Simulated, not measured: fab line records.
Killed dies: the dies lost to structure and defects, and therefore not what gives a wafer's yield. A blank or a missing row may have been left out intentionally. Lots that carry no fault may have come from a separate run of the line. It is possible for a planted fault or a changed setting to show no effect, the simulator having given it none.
Chamber matching ; flow nand_harc ; cmp-03 running NHARC_P_M0_CMP_23: 4 sister chambers
The step polishes, t overpolish 20 s, target thk 117.54 nm. 8 wafers are shown with their chamber, then 10 later ones without.

== WAFERS, EACH WITH ITS CHAMBER ==
wafer;chamber;time_to_endpoint_s (s);motor_current_A (A)
L085.2;0;30;11.7
L085.6;0;33;11.9
L089.2;2;22;11.6
L088.1;3;24;12.1
L088.3;2;27;12.2
L088.4;1;25;12.9
L093.2;3;27;12.4
L093.4;1;26;11.7

== WAFERS MISSING THEIR CHAMBER ==
wafer;time_to_endpoint_s (s);motor_current_A (A)
L093.6;26;11.7
L095.1;28;12.5
L095.2;28;12.5
L095.6;32;11.8
L095.3;27;12.1
L095.4;33;11.7
L095.5;29;12.1
L097.2;28;12.2
L097.3;27;12.2
L097.5;31;11.7

== CHAMBER TAKEN BY EACH ==
wafer;from the rows above;in truth
L093.6;can't be placed: 2 or 3 or 1 or 0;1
L095.1;can't be placed: 1 or 3 or 2 or 0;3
L095.2;can't be placed: 1 or 3 or 2 or 0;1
L095.6;0;0
L095.3;can't be placed: 3 or 1 or 2 or 0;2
L095.4;0;0
L095.5;can't be placed: 0 or 3 or 1 or 2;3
L097.2;can't be placed: 3 or 1 or 2 or 0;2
L097.3;can't be placed: 3 or 1 or 2 or 0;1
L097.5;0;0
Correctly placed: 3 of 10. These rows do not allow placing 7 (true chamber among the candidates in 7). Placed wrongly: 0.
How it was worked out, from the rows above alone: a wafer's distance from a chamber is the root of the sum, over the readings, of the square of ((its reading less the chamber's mean) divided by the reading's scatter). If the next closest chamber is less than 2 further off than the closest, the wafer can't be placed; otherwise it belongs to the closest. The mean given for a chamber averages the wafers shown for that chamber. The scatter: the root of (the sum of the squares of (reading less its chamber's mean) over the shown wafers, divided by (wafers less chambers)).
